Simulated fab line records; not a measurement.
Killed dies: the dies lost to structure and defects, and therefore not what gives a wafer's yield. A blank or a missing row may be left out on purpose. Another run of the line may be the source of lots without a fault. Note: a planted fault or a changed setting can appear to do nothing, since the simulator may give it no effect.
A struck lot beside a sound one :: flow nand-harc :: 30 out of 1302 route steps
Sound: the wafers L432.1, L432.3, L432.5. Struck: wafer L439.1. (L439.2, L439.3 of the same lot were not struck and are left out.) The cause comes at the end.
Per side, at each step with rows, come the tool, then ch with its chambers, and then its first start. Under that, the readings that differ: sound wafers :: struck wafers :: difference of the means :: sigmas: that difference in standard deviations of wafers without a fault.
alike: words and numbers the same on both sides, and readings whose means are apart by under 2 such deviations; not compared: readings that were withheld, readings missing a value for some wafer, numbers with overlapping values and no deviation given by the record, and bounds like >300 which may hide the same value.
Wherever a step has rows on one side only, a row that says differs or no value, or a row with sigmas, the two part there. When numbers do not overlap yet have no deviation, they are printed without sigmas and do not part them. Lack of a reading on every wafer of one side parts them only where that side has two or more wafers.

first, 8 steps without rows for these wafers: NHARC_A_ZERO_WELL_HMDS_03 (time 30 s); NHARC_A_ZERO_WELL_COAT_18 (time 65 s); NHARC_A_ZERO_WELL_COAT_04 (resist thk 600 nm); NHARC_A_ZERO_WELL_SOFTBAKE_05 (time 70 s); NHARC_A_ZERO_WELL_EBR_06; NHARC_A_ZERO_WELL_EXPOSE_07 (exposes mask A ZERO); NHARC_A_ZERO_WELL_PEB_08 (peb time 80 s); NHARC_A_ZERO_WELL_DEVELOP_09 (time 50 s).
NHARC_A_ZERO_WELL_CD_MEAS_10 targets a cd of 2000 nm.
  sound on cd-sem-03 ch 0, day 8 00:42; struck on cd-sem-03 ch 0, day 11 11:02
reading: cd-nm (nm)
sound: 2004.7 2003.5 2002.8
struck: 1998.8
difference: -4.9
sigmas: -2
then, 1 step without rows for these wafers: NHARC_A_ZERO_WELL_HARDBAKE_11 (time 65 s).
NHARC_A_ZERO_WELL_DESCUM_12: chemistry O2, time 3 s.
  sound on rie-diel-09 ch 0,1,2, day 8 00:53; struck on rie-diel-09 ch 3, day 11 11:11
  alike: drypump-motor-current-A, oes-product-au, rf-vpp-V, showerhead-plenum-p-Torr, throttle-valve-pct
  not compared: rf-hours-counter-h
NHARC_A_ZERO_WELL_ETCH_19: etches the open film in N2/H2, target depth 80 nm, overetch 24 nm, time 87.88 s.
  sound on rie-diel-09 ch 0,2, day 8 00:56; struck on rie-diel-09 ch 0, day 11 11:16
  alike: drypump-motor-current-A, oes-product-au, rf-vpp-V, showerhead-plenum-p-Torr, throttle-valve-pct
  not compared: rf-hours-counter-h
NHARC_A_ZERO_WELL_ETCH_13: etches the open film in HBr/Cl2, target depth 120 nm, time 40.1 s.
  sound on rie-si-02 ch 1,2, day 8 01:04; struck on rie-si-02 ch 3, day 11 11:23
  alike: drypump-motor-current-A, oes-product-au, throttle-valve-pct
  not compared: rf-hours-counter-h
then, 4 steps without rows for these wafers: NHARC_A_ZERO_WELL_STRIP_14 (strips in SPM, time 900 s); NHARC_A_ZERO_WELL_IMPLANT_15; NHARC_A_ZERO_WELL_PRECLEAN_22 (cleans in SC1, time 60 s); NHARC_A_ZERO_WELL_SRD_23.
NHARC_A_ZERO_WELL_RTA_16: time 10 s.
  sound on rtp-anneal-01 ch 0, day 8 01:59; struck on rtp-anneal-01 ch 0, day 11 12:17
  alike: lamp-power-pct, lamp_zone_2_pct, lamp_zone_7_pct, wafer_temp_C_max
NHARC_A_ZERO_WELL_INSPECT_17:
  sound on defect-inspect-01 at day 8 02:11; struck on defect-inspect-02 at day 11 12:29
reading: raw-defect-count
sound: 10 16 6
struck: 412
difference: +401
sigmas: +77
then, 3 steps without rows for these wafers: NHARC_A_SOURCE_PLATE_PRECLEAN_00 (cleans in HF-LAST, time 60 s); NHARC_A_SOURCE_PLATE_SRD_01; NHARC_A_SOURCE_PLATE_OXIDE_02 (material SiO2, target thk 10 nm, ox time 1362 s).
NHARC_A_SOURCE_PLATE_THK_MEAS_09: measures by ellipsometry.
  sound on film-metro-02 at day 8 10:46; struck on film-metro-02 at day 11 17:14
  alike: thk-nm
then, 3 steps without rows for these wafers: NHARC_A_SOURCE_PLATE_PVD_04 (deposits WSi2, target thk 50 nm); NHARC_A_SOURCE_PLATE_CVD_03 (deposits poly-Si, target thk 200 nm, time 4000 s); NHARC_A_SOURCE_PLATE_ANNEAL_05 (time 1800 s).
NHARC_A_SOURCE_PLATE_THK_MEAS_06: measures by ellipsometry.
  sound on film-metro-02 at day 9 00:12; struck on film-metro-02 at day 12 07:03
  alike: thk-nm
NHARC_A_SOURCE_PLATE_INSPECT_08:
  sound on defect-inspect-01 at day 9 00:16; struck on defect-inspect-01 at day 12 07:08
reading: raw-defect-count
sound: 58 50 38
struck: 480
difference: +431
sigmas: +23
then, 1 step without rows for these wafers: NHARC_A_ONON_D1_DEP_00 (target thk 1000 nm).
-- break in the record here, with 17 days between the starts of the struck wafers on either side (left off in module A_ONON_D1, picked up again in module END, where the first step shown is number 1302 on the route) --
NHARC_END_SORT_01:
  the record has rows for the struck wafers here (prober-02 ch 0, day 28 21:48) and none for the sound ones

WHERE THEY PART
Earliest at NHARC_A_ZERO_WELL_CD_MEAS_10; latest, in this record, at NHARC_END_SORT_01.

WHY: what the simulator had put in
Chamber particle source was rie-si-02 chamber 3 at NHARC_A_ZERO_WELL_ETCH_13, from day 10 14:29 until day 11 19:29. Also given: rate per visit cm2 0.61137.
